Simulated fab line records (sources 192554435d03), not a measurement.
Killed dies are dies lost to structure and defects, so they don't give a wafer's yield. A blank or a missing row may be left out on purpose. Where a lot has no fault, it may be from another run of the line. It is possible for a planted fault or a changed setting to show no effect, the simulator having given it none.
2 desks looking at one fault :: flow n5 finfet :: only its own numbers are on each desk; what lay behind them is given at the end

AT THE TOOL OWNER'S DESK: pecvd-02
The tool's own readings at N5_BEOL_M9_DEP_56 (deposits SiCN from 3MS/NH3, target thk 15 nm, time 26.5 s): means of the sampled wafers that have a number, for each lot that ran on this tool. Marked OUT: a lot whose mean sits more than 4 standard deviations from the usual mean, which makes it out of limits; the brackets give that distance.
Columns: A = showerhead plenum p Torr at N5_BEOL_M9_DEP_56, usual 3.660 Torr; B = showerhead vpp V at N5_BEOL_M9_DEP_56, usual 870 V; C = throttle valve pct at N5_BEOL_M9_DEP_56, usual 9.0 %
lot: L511
first seen here: day 12 10:22
A: 3.657
B: 872
C: 8.5

lot: L512
first seen here: day 12 14:48
A: 3.663
B: 873
C: 8.9

lot: L523
first seen here: day 15 07:38
A: 3.661
B: 863
C: 8.4
Finding of this desk: none of the 3 lots has anything out of limits.

THE DEFECT DESK
Per lot, the means of the sampled wafers with a number show what the inspections along the route counted. Marked OUT: a lot whose mean sits more than 4 standard deviations from the usual mean, which makes it out of limits; the brackets give that distance.
Columns: A = raw defect count at N5_BEOL_M9_INSPECT_58, usual 74; B = raw defect count at N5_BEOL_M10_INSPECT_13, usual 442; C = raw defect count at N5_BEOL_M10_INSPECT_30, usual 442
lot: L502
first seen here: day 9 14:49
A: 67
B: 329
C: 338

lot: L501
first seen here: day 9 15:11
A: 68
B: 413
C: 389

lot: L511
first seen here: day 12 10:28
A: 950 (+46) OUT
B: 1281 (+9.3) OUT
C: 1266 (+9.4) OUT

lot: L513
first seen here: day 12 10:46
A: 77
B: 382
C: 371

lot: L512
first seen here: day 12 14:54
A: 960 (+47) OUT
B: 1215 (+8.6) OUT
C: 1251 (+9.2) OUT

lot: L517
first seen here: day 13 14:23
A: 68
B: 365
C: 368

lot: L520
first seen here: day 14 14:58
A: 91
B: 515
C: 532

lot: L523
first seen here: day 15 07:46
A: 72
B: 477
C: 437

lot: L524
first seen here: day 15 09:44
A: 98
B: 511
C: 546
This desk's verdict: out of limits on L511, L512, starting with L511 at day 12 10:28 (raw defect count at N5_BEOL_M9_INSPECT_58). L502, L501, L513, L517, L520, L523, L524 stayed within limits.

BROUGHT TOGETHER
The defect desk could have raised an alarm at day 12 10:28, on L511, L512.
Nothing out of limits was seen by the tool owner's desk.
The tool owner's desk has L511, L512 on record, within its limits.
Every lot named ran N5_BEOL_M9_DEP_56 on pecvd-02.

WHAT WAS PUT IN BY THE SIMULATOR
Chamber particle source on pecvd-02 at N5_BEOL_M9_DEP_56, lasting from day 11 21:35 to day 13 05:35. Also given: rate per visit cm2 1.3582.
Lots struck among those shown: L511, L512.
Hours from the fault's start to each desk's first reading out of limits: the defect desk, 13.
